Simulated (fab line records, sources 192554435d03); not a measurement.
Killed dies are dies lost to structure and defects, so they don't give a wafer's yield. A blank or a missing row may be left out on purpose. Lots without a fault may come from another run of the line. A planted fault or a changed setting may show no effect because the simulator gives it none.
Split-lot experiment | flow n5_finfet | 7 lots, 21 wafers read, on a route of 1938 steps

THE SPLIT
At N5_BEOL_M7_ETCH_41 (etches SiCN in CH3F/O2, target depth 31.9 nm, time 57.8 s), the setting source_w was moved away from the recipe's 395 W on 5 of the 21 wafers read, by -13.1% to +10.1%. The other wafers ran this setting at the recipe's value.

The reading is taken at the split's own step.

THE READING
rf_vpp_V, in V, at N5_BEOL_M7_ETCH_41 (etches SiCN in CH3F/O2, target depth 31.9 nm, time 57.8 s). Fault-free wafers of this fab line usually give 297.6 V, standard deviation 1.4 V.

wafer  | tool, chamber at the split | source_w as run, W | against the recipe | rf_vpp_V, V | against lot-mates on the recipe
L076.3 | rie_diel-03, 2             | 395                | recipe             | 296.9       | -
L076.4 | rie_diel-03, 1             | 343.3              | -13.1%             | 312.2       | +14.7
L076.5 | rie_diel-03, 2             | 395                | recipe             | 298.2       | -
L079.1 | rie_diel-03, 0             | 395                | recipe             | 296.7       | -
L079.3 | rie_diel-03, 1             | 435                | +10.1%             | 287.1       | -10.1
L079.5 | rie_diel-03, 2             | 395                | recipe             | 297.8       | -
L084.1 | rie_diel-03, 2             | 395                | recipe             | 298.8       | -
L084.2 | rie_diel-03, 1             | 395                | recipe             | 297.0       | -
L084.4 | rie_diel-03, 3             | 395                | recipe             | 297.4       | -
L086.2 | rie_diel-05, 0             | 395                | recipe             | 295.0       | -
L086.3 | rie_diel-05, 3             | 395                | recipe             | 299.3       | -
L086.6 | rie_diel-05, 0             | 395                | recipe             | 296.2       | -
L085.2 | rie_diel-05, 3             | 395                | recipe             | 298.5       | -
L085.3 | rie_diel-05, 2             | 395                | recipe             | 296.9       | -
L085.4 | rie_diel-05, 1             | 414                | +4.8%              | 294.6       | -3.1
L089.1 | rie_diel-03, 2             | 362.7              | -8.2%              | 305.7       | +8.0
L089.3 | rie_diel-03, 0             | 362.7              | -8.2%              | 305.3       | +7.6
L089.5 | rie_diel-03, 3             | 395                | recipe             | 297.7       | -
L092.1 | rie_diel-03, 1             | 395                | recipe             | 296.1       | -
L092.3 | rie_diel-03, 0             | 395                | recipe             | 295.9       | -
L092.4 | rie_diel-03, 2             | 395                | recipe             | 299.1       | -

THE FIT
A straight line over all 21 wafers: rf_vpp_V changes by -1.03 V for each +1% of source_w; r = -0.97; the points scatter about the line by 1.2 V.
The same after taking each lot's own level away (the mean of its wafers on the recipe; 21 wafers): -1.01 V for each +1%; r = -0.97; scatter 1.2 V.
On that fit, the largest move of source_w shifts the reading by 13 V.
The lots' own levels span 296.83 to 297.73 V, that is 0.6 times the standard deviation above.
So the lot-to-lot level changes the slope little: the two slopes agree.
Check: with one of the wafers moved furthest among these (-13.1%) left out of the fit, the line predicts +12.4 V for it against its lot-mates. It came out at +14.7 V against them.
Tool readings at the split's step, against how far the setting was moved: rf_vpp_V r = -0.97.

OTHER SPLITS ON THESE WAFERS
These wafers also went through other splits before the reading. Each is held against what the fit with the lots' levels taken away leaves over:
other split on the same wafers | wafers away from the commonest value | r with rf_vpp_V (lot level and that fit taken away)
N5_BEOL_M6_ETCH_66 bias_w      | 8                                    | -0.15
N5_BEOL_M7_ETCH_66 bias_w      | 9                                    | -0.15

THE FILE'S OWN FIT
rf_vpp_V changes by -1.02 V for each +1% of source_w, r = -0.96.
